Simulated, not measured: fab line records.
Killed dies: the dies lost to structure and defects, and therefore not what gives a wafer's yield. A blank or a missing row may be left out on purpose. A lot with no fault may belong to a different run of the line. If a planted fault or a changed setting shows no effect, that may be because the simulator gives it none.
fab line records	flow nandHarc
record: lots: 12	wafers: 36	lastDay: 24
route steps=1159 shown A_CONTACT@899
lots with no fault: from the same line, run without faults
startH: the number of hours between the record's first day and the start of the first shown wafer of the lot	waitH: how many hours have passed since the lot's step before this one	" same as the row above	L1.1+2: several wafers, shown together as one row	- either no value or no given start	* or withheld: withheld	< > ~ a bound
route shown NAME@n: a module of which the file shows steps, and the number in the route of the first	usual: mean/standard deviation taken from wafers without a fault	same: alike in all rows	chamber/n: place in a boat	sites: the reading at each site	_std_site: the standard deviation of these	_edge_site: the outer-site mean with the inner-site mean subtracted	radiusMm: for every site, how far away it sits from the centre of the wafer	mask NAME#n: copy n	behind: tool/chamber where the wafer was last shaped	hold: cause of the lot's hold/its duration in hours/its outcome	device: whichever transistor did not switch (one of n, p or np)	end of line: the tests these same wafers got at the end of their route	a step with no rows: only its recipe	killed: dies lost to structure and defects at the first sort, not the wafer's yield	map: dies across one wafer; x = killed, . = not, _ = none there
set.NAME: setting as actually run; set.NAME@STEP: the setting as run at that earlier step	model.NAME: the simulator's own value behind a step, which no gauge read
the route's steps for a sample of lots (tables are steps, rows are wafers)
services: a tool's chamber out of use, with start hour (startH, from the record's first day; less than 0 if before it), hours out, and reason
== steps ==
step: NHARC_A_CONTACT_DESCUM_74
recipe: timeS: 3	o2FlowSccm: 200	arFlowSccm: 0	biasPowerW: 0	chemistry: O2
usual: drypumpMotorCurrentA: 5.9/0.41	oesProductAu: 1.002/0.0075	rfVppV: 58.1/0.85	showerheadPlenumPTorr: 1.96/0.074	throttleValvePct: 11.309/0.0091
lot.wafer	tool	chamber	startH	waitH	drypumpMotorCurrentA	oesProductAu	rfHoursCounterH	rfVppV	showerheadPlenumPTorr	throttleValvePct
L304.1	rieDiel-05	0	378.18	0.1	6.4	1.011	7	59.0	2.00	11.298
L304.4	"	1	"	"	5.3	1.010	6	59.3	2.02	11.318
L304.3	"	2	"	"	6.2	1.001	7	57.3	1.97	11.308
L305.3	rieDiel-05	2	384.38	0.1	6.2	1.005	9	57.5	1.97	11.316
L305.5	"	1	"	"	5.3	1.010	-	59.0	2.02	11.332
L305.6	"	2	"	"	6.2	1.009	-	57.7	1.97	11.302
L307.4	rieDiel-05	2	389.93	0.1	6.2	1.006	10	57.6	1.97	11.320
L307.1	"	0	"	"	6.3	1.002	10	57.3	1.99	11.305
L307.5	"	1	"	"	5.3	1.003	-	56.4	2.01	11.317
L310.4	rieDiel-08	3	411.62	0.1	5.5	1.013	34	57.9	1.83	11.313
L310.2	"	0	"	"	6.2	0.998	36	57.8	1.97	11.301
L310.1	"	2	"	"	5.3	0.993	40	57.2	2.04	11.302
L311.2	rieDiel-05	0	434.73	0.1	6.4	1.014	15	58.0	1.99	11.318
L311.3	"	2	"	"	6.2	1.008	15	55.7	1.97	11.316
L311.4	"	2	"	"	6.2	0.991	-	59.7	1.97	11.302
L313.4	rieDiel-05	0	446.20	0.1	6.3	1.000	19	59.8	1.99	11.312
L313.2	"	1	"	"	5.3	1.006	18	58.0	2.01	11.318
L313.5	"	0	"	"	6.3	1.006	-	58.1	1.99	11.320
L315.3	rieDiel-11	2	450.07	0.1	5.9	1.004	26	57.9	1.89	11.315
L315.4	"	3	"	"	6.5	1.008	23	56.9	1.77	11.317
L315.6	"	2	"	"	5.8	1.002	-	58.7	1.89	11.304
L314.1	rieDiel-05	1	450.46	0.1	5.3	0.993	19	58.0	2.01	11.312
L314.3	"	2	"	"	6.2	0.996	20	58.9	1.97	11.317
L314.6	"	2	"	"	6.2	1.002	-	58.9	1.97	11.296
L319.3	rieDiel-05	2	462.98	0.1	6.2	0.997	23	59.0	1.97	11.311
L319.5	"	0	"	"	6.3	1.008	-	59.3	1.99	11.307
L319.6	"	1	"	"	5.3	0.998	-	58.2	2.01	11.308
L318.3	rieDiel-08	3	464.74	0.1	5.5	1.007	58	57.2	1.83	11.291
L318.4	"	0	"	"	6.2	1.003	61	58.4	1.97	11.318
L318.2	"	1	"	"	5.6	1.005	60	58.3	1.77	11.307
L325.3	rieDiel-05	1	507.04	0.1	5.3	0.991	30	58.0	2.01	11.299
L325.1	"	2	"	"	6.2	0.988	30	57.1	1.97	11.309
L325.4	"	2	"	"	6.2	0.993	-	58.2	1.97	11.281
L326.4	rieDiel-11	0	510.68	0.1	6.0	1.009	47	57.8	1.93	11.324
L326.3	"	1	"	"	6.2	1.009	48	58.5	1.96	11.307
L326.1	"	3	"	"	6.5	1.016	47	56.7	1.77	11.314
step: NHARC_A_CONTACT_ETCH_77
recipe: targetDepthA: 726	timeS: 36.3	cf4FlowSccm: 100	chf3FlowSccm: 30	arFlowSccm: 0	rfW: 500	biasW: 200	chemistry: CF4/CHF3
usual: drypumpMotorCurrentA: 5.9/0.41	oesProductAu: 0.937/0.018	rfVppV: 371.7/2.1	showerheadPlenumPTorr: 1.61/0.06	throttleValvePct: 16.804/0.0086
lot.wafer	tool	chamber	startH	waitH	drypumpMotorCurrentA	oesProductAu	rfHoursCounterH	rfVppV	showerheadPlenumPTorr	throttleValvePct
L304.4	rieDiel-05	2	-	-	6.2	0.932	7	372.1	1.62	16.801
L304.3	"	3	"	"	5.9	0.928	8	372.3	1.65	16.797
L304.1	"	1	"	"	5.3	0.933	7	374.0	1.65	16.809
L305.3	rieDiel-05	2	-	-	6.2	0.934	9	371.7	1.62	16.812
L305.6	"	0	"	"	6.3	0.931	-	372.6	1.64	16.822
L305.5	"	1	"	"	5.3	0.930	-	372.5	1.65	16.814
L307.4	rieDiel-05	3	-	-	5.9	0.933	10	372.8	1.65	16.809
L307.1	"	1	"	"	5.3	0.926	9	373.7	1.65	16.810
L307.5	"	3	"	"	5.9	0.925	-	373.7	1.65	16.796
L310.1	rieDiel-08	3	-	-	5.4	0.928	34	368.5	1.51	16.808
L310.4	"	0	"	"	6.2	0.920	37	371.6	1.62	16.812
L310.2	"	1	"	"	5.6	0.923	36	367.8	1.47	16.803
L311.2	rieDiel-05	0	-	-	6.3	0.937	16	371.8	1.63	16.807
L311.3	"	2	"	"	6.2	0.922	15	372.6	1.62	16.802
L311.4	"	0	"	"	6.3	0.937	-	372.5	1.63	16.794
L313.4	rieDiel-05	2	-	-	6.2	0.922	19	373.3	1.62	16.796
L313.2	"	3	"	"	5.9	0.928	18	373.9	1.65	16.809
L313.5	"	1	"	"	5.3	0.934	-	373.4	1.65	16.795
L315.4	rieDiel-11	0	-	-	6.0	0.964	23	372.8	1.60	16.814
L315.3	"	1	"	"	6.1	0.988	26	371.5	1.62	16.781
L315.6	"	3	"	"	6.4	0.964	-	367.4	1.46	16.798
L314.1	rieDiel-05	2	-	-	6.2	0.923	20	370.9	1.62	16.798
L314.3	"	0	"	"	6.3	0.932	20	374.1	1.63	16.811
L314.6	"	1	"	"	5.3	0.932	-	373.0	1.65	16.803
L319.3	rieDiel-05	0	-	-	6.3	0.969	24	373.2	1.63	16.802
L319.6	"	0	"	"	6.3	0.970	-	372.5	1.63	16.798
L319.5	"	1	"	"	5.3	0.965	-	372.5	1.65	16.806
L318.4	rieDiel-08	1	-	-	5.6	0.919	60	367.4	1.46	16.800
L318.2	"	2	"	"	5.3	0.920	60	374.8	1.67	16.827
L318.3	"	0	"	"	6.2	0.915	61	372.4	1.61	16.812
L325.1	rieDiel-05	2	-	-	6.2	0.958	30	372.6	1.61	16.798
L325.3	"	0	"	"	6.3	0.949	33	372.0	1.63	16.812
L325.4	"	1	"	"	5.3	0.959	-	372.4	1.65	16.808
L326.4	rieDiel-11	0	-	-	6.0	0.929	48	370.3	1.59	16.796
L326.3	"	1	"	"	6.2	0.934	48	371.9	1.61	16.803
L326.1	"	2	"	"	5.8	0.921	49	369.8	1.55	16.814
step: NHARC_A_CONTACT_ETCH_128
recipe: sourceW: withheld	pressureMtorr: 20	biasV: 1200	timeS: 155	targetDepthA: 9560	arFlowSccm: withheld	c4f8FlowSccm: withheld	o2FlowSccm: withheld	chemistry: C4F8/O2/Ar
lot.wafer	tool	chamber	startH	waitH	rfHoursCounterH
L304.1	harCapEtch-01	1	380.27	0.1	59
L304.4	"	1	"	"	-
L304.3	"	0	"	"	-
L305.3	harCapEtch-01	1	386.19	0.1	-
L305.5	"	0	"	"	-
L305.6	"	1	"	"	-
L307.1	harCapEtch-01	0	391.69	0.1	61
L307.4	"	1	"	"	-
L307.5	"	0	"	"	-
L310.1	harCapEtch-01	0	413.36	0.1	65
L310.2	"	1	"	"	65
L310.4	"	1	"	"	-
L311.2	harCapEtch-02	1	436.98	0.1	18
L311.4	"	1	"	"	-
L311.3	"	0	"	"	-
L313.2	harCapEtch-01	1	448.08	0.1	70
L313.4	"	1	"	"	-
L313.5	"	1	"	"	-
L315.4	harCapEtch-03	0	451.86	0.1	-
L315.3	"	1	"	"	-
L315.6	"	0	"	"	-
L314.1	harCapEtch-02	0	452.24	0.1	22
L314.3	"	0	"	"	-
L314.6	"	1	"	"	-
L319.3	harCapEtch-03	1	464.79	0.1	-
L319.6	"	0	"	"	-
L319.5	"	1	"	"	-
L318.2	harCapEtch-02	1	466.50	0.1	26
L318.4	"	0	"	"	-
L318.3	"	1	"	"	-
L325.1	harCapEtch-03	0	508.99	0.1	107
L325.3	"	0	"	"	-
L325.4	"	1	"	"	-
L326.1	harCapEtch-02	1	512.44	0.1	33
L326.3	"	1	"	"	-
L326.4	"	0	"	"	-
step: NHARC_A_CONTACT_ETCH_91
recipe: targetDepthA: 400	overEtchFrac: 0.5	timeS: 85.7	ionEnergyEv: 120	ch3fFlowSccm: 50	o2FlowSccm: 30	arFlowSccm: 200	rfW: 500	biasW: 100	chemistry: CH3F/O2
usual: drypumpMotorCurrentA: 5.9/0.39	oesProductAu: 0.946/0.029	rfVppV: 245.0/1.6	showerheadPlenumPTorr: 2.51/0.1	throttleValvePct: 20.664/0.009
lot.wafer	tool	chamber	startH	waitH	drypumpMotorCurrentA	oesProductAu	rfHoursCounterH	rfVppV	showerheadPlenumPTorr	throttleValvePct
L304.4	rieDiel-08	1	381.56	0.4	5.6	1.007	27	242.9	2.29	20.676
L304.1	"	2	"	"	5.3	1.004	32	246.9	2.62	20.665
L304.3	"	3	"	"	5.5	1.003	27	242.4	2.36	20.678
L305.3	rieDiel-05	0	387.45	0.4	6.4	0.926	10	244.6	2.56	20.655
L305.6	"	1	"	"	5.3	0.921	-	247.7	2.59	20.660
L305.5	"	2	"	"	6.2	0.932	-	245.9	2.53	20.664
L307.4	rieDiel-08	1	392.96	0.4	5.6	0.929	32	241.7	2.29	20.675
L307.1	"	2	"	"	5.4	0.931	36	247.4	2.62	20.650
L307.5	"	2	"	"	5.3	0.928	-	248.2	2.62	20.663
L310.2	rieDiel-11	1	414.63	0.5	6.2	1.000	10	246.2	2.53	20.659
L310.4	"	2	"	"	5.9	0.997	10	245.4	2.43	20.655
L310.1	"	0	"	"	6.0	1.001	10	245.7	2.50	20.675
L311.2	rieDiel-05	1	438.26	0.5	5.3	0.942	17	246.0	2.58	20.664
L311.3	"	2	"	"	6.2	0.931	17	246.3	2.53	20.663
L311.4	"	1	"	"	5.3	0.939	-	246.6	2.58	20.658
L313.2	rieDiel-05	2	449.36	0.5	6.2	0.928	20	244.9	2.53	20.666
L313.4	"	3	"	"	5.9	0.925	18	244.6	2.58	20.662
L313.5	"	2	"	"	6.3	0.930	-	246.4	2.53	20.665
L315.4	rieDiel-05	2	453.12	0.5	6.2	0.928	21	244.7	2.53	20.657
L315.3	"	3	"	"	5.9	0.928	19	246.0	2.58	20.677
L315.6	"	1	"	"	5.3	0.929	-	247.8	2.58	20.661
L314.3	rieDiel-08	3	453.50	0.4	5.5	0.931	55	243.4	2.35	20.659
L314.1	"	0	"	"	6.2	0.937	58	244.3	2.52	20.675
L314.6	"	2	"	"	5.3	0.930	-	247.1	2.61	20.650
L319.3	rieDiel-05	3	466.03	0.4	5.9	0.926	22	244.7	2.58	20.663
L319.6	"	0	"	"	6.3	0.733	-	244.7	2.55	20.664
L319.5	"	1	"	"	5.3	0.934	-	245.2	2.58	20.662
L318.3	rieDiel-05	2	467.75	0.4	6.2	0.925	23	246.3	2.53	20.659
L318.2	"	3	"	"	5.9	0.922	22	245.9	2.58	20.667
L318.4	"	0	"	"	6.3	0.733	25	245.7	2.55	20.664
L325.1	rieDiel-08	3	510.27	0.5	5.5	0.925	12	243.0	2.35	20.655
L325.4	"	0	"	"	6.2	0.925	12	245.8	2.52	20.654
L325.3	"	1	"	"	5.6	0.926	12	247.1	2.66	20.652
L326.1	rieDiel-08	0	513.71	0.5	6.2	0.926	13	244.1	2.52	20.666
L326.3	"	2	"	"	5.4	0.946	13	245.8	2.60	20.669
L326.4	"	3	"	"	5.4	0.934	13	242.2	2.35	20.674
== services ==
tool	chamber	startH	hours	kind
rieDiel-11	-	366.51	9.0	pm
rieDiel-05	0	374.12	-	clean
rieDiel-05	1	374.12	-	clean
rieDiel-05	2	374.12	-	clean
rieDiel-05	3	374.12	-	clean
rieDiel-05	0	398.63	-	clean
rieDiel-05	1	398.63	-	clean
rieDiel-05	2	398.63	-	clean
rieDiel-05	3	398.63	-	clean
rieDiel-08	2	418.57	3.9	repair
rieDiel-05	0	423.17	-	clean
rieDiel-05	1	423.17	-	clean
rieDiel-05	2	423.17	-	clean
rieDiel-05	3	423.17	-	clean
rieDiel-05	3	433.93	4.6	repair
rieDiel-08	2	440.89	3.3	repair
rieDiel-05	0	447.73	-	clean
rieDiel-05	1	447.73	-	clean
rieDiel-05	2	447.73	-	clean
rieDiel-05	3	447.73	-	clean
rieDiel-08	-	479.31	9.0	pm
harCapEtch-01	-	481.07	0.2	repair
rieDiel-05	3	497.47	16.2	repair
harCapEtch-02	-	509.96	0.2	repair
== key ==
firstSign: step: NHARC_A_CONTACT_ETCH_91	reading: oesProductAu	direction: down	sigmas: 7.2	usual: 0.946	struck: 0.733
effect none on later readings
metAt NHARC_A_CONTACT_ETCH_91
struckLots L318,L319
struckWafers L318.4,L319.6
testerLeftOut L318,L319
notActingAt NHARC_A_CONTACT_DESCUM_74,NHARC_A_CONTACT_ETCH_77,NHARC_A_CONTACT_ETCH_128
onsetBetween 387.45 466.03
fault: kind: processParameterDrift	tool: rieDiel-05	chamber: 0	onsetH: 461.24	steps: NHARC_A_CONTACT_ETCH_91	channel: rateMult	offset: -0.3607	shape: step	endH: 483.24
testerLeftOut: of these lots the tester's yield and bins aren't shown, on N5 and GAA mostly nor the transistor test; their killed dies are dies lost to structure and defects alone, not to doping, threshold or leakage, so they don't give the yield
